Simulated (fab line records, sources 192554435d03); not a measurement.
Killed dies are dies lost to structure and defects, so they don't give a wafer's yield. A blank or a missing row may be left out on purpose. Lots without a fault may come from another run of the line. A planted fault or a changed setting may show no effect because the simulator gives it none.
A struck lot beside a sound one | flow n5_finfet | 15 steps out of a route of 1938
Sound: wafers L845.1, L845.4, L845.5. Struck: wafer L862.6. (L862.5 of the same lot was not struck and is left out.) The cause comes at the end.
At each step with rows: each side's tool, then ch and its chambers, then its first start. Under that, the readings that differ: sound wafers | struck wafers | difference of the means | sigmas: that difference in standard deviations of wafers without a fault.
alike: readings whose means differ by less than 2 such deviations, and words and numbers that are the same on both sides. not compared: withheld readings, readings that some wafer has no value for, bounds like >300 that may hide the same value, and numbers for which the record gives no deviation and whose values overlap.
The two part at a step that has a row with sigmas, a row that says differs or no value, or rows on one side only. Numbers that don't overlap but have no deviation are shown without sigmas and don't part them. A reading that every wafer of one side lacks parts them only if that side has two wafers or more.

N5_HKMG_FIN_CD_MEAS_12: target cd 92.8 nm.
  sound on cd_sem-02 ch 0, day 4 08:45; struck on cd_sem-02 ch 0, day 8 12:16
  alike: cd_nm
N5_HKMG_FIN_OVL_MEAS_13:
  sound on overlay-02 ch 0, day 4 08:47; struck on overlay-01 ch 0, day 8 12:18
  alike: NWFM_OVL
N5_HKMG_FIN_INSPECT_14: inspects for defects (macro).
  sound on defect_inspect-01, day 4 08:49; struck on defect_inspect-02, day 8 12:19
  alike: raw_defect_count
then, 1 step without rows for these wafers: N5_HKMG_FIN_DESCUM_17 (chemistry O2, time 7.9 s).
N5_HKMG_FIN_ETCH_31: etches SiARC in CF4, target depth 45.5 nm, time 75.8 s.
  sound on rie_diel-04 ch 0,1,2, day 4 09:10; struck on rie_diel-05 ch 0, day 8 12:25
  alike: drypump_motor_current_A, etch_rf_on_time_s, oes_product_au, rf_vpp_V, showerhead_plenum_p_Torr, throttle_valve_pct
  not compared: rf_hours_counter_h
N5_HKMG_FIN_ETCH_32: etches SOC in N2/H2, target depth 240 nm, time 300 s.
  sound on rie_diel-04 ch 0,1,2, day 4 09:14; struck on rie_diel-05 ch 0, day 8 12:32
  alike: drypump_motor_current_A, oes_product_au, rf_vpp_V, showerhead_plenum_p_Torr, throttle_valve_pct
  not compared: rf_hours_counter_h
then, 1 step without rows for these wafers: N5_HKMG_FIN_STRIP_33 (strips in N2/H2).
N5_HKMG_FIN_STRIP_34: strips in CF4.
  sound on rie_diel-04 ch 0,1,2, day 4 09:25; struck on rie_diel-05 ch 0, day 8 12:39
  alike: drypump_motor_current_A, oes_product_au, rf_vpp_V, showerhead_plenum_p_Torr, throttle_valve_pct
  not compared: rf_hours_counter_h
N5_HKMG_FIN_ETCH_35: etches SOC in N2/H2, target depth 215.8 nm, time 243.4 s.
  sound on rie_diel-04 ch 0,1,2, day 4 09:26; struck on rie_diel-05 ch 0, day 8 12:44
  alike: drypump_motor_current_A, oes_product_au, rf_vpp_V, showerhead_plenum_p_Torr, throttle_valve_pct
  not compared: rf_hours_counter_h
N5_HKMG_FIN_STRIP_92: strips SOC in N2/H2, time 20 s.
  sound on rie_diel-04 ch 0,1,2, day 4 09:35; struck on rie_diel-05 ch 0, day 8 12:50
  alike: drypump_motor_current_A, oes_product_au, rf_vpp_V, showerhead_plenum_p_Torr, throttle_valve_pct
  not compared: rf_hours_counter_h
then, 2 steps without rows for these wafers: N5_HKMG_FIN_WET_ETCH_18 (etches TiN in SC1, time 55 s, target depth 5.2 nm, rinse time 30 s); N5_HKMG_FIN_STRIP_19 (strips in N2/H2, time 360 s).
N5_HKMG_FIN_ALD_91: deposits TiN, target thk 1 nm, pulse time 1 s, purge time 3 s.
  sound on ald_metal-04 ch 0,1,2, day 4 10:07; struck on ald_metal-01 ch 0, day 8 13:28
  reading                                  | sound    | struck | difference | sigmas
  ald_cycles                               | 47 47 47 | 27     | -20        |
  model.TiN_of_HKMG_FIN_ALD_91.thk_nm (nm) | 1 1 1    | 0.6    | -0.4       |
  alike: chamber_pressure_Torr, heater_power_w, precursor_pulse_height_rel
then, 1 step without rows for these wafers: N5_HKMG_FIN_COAT_85 (time 60 s, resist thk 300 nm).
-- the record jumps here: 9 days lie between the struck wafers' starts before and after (it left off in module HKMG_FIN and takes up again in module PASSIVATION, whose first step shown is number 1936 of the route) --
N5_PASSIVATION_PROBE_49:
  the record has rows for the struck wafers here (prober-01, day 17 03:55) and none for the sound ones

WHERE THEY PART
Only at N5_PASSIVATION_PROBE_49, within this record.

WHY: what the simulator had put in
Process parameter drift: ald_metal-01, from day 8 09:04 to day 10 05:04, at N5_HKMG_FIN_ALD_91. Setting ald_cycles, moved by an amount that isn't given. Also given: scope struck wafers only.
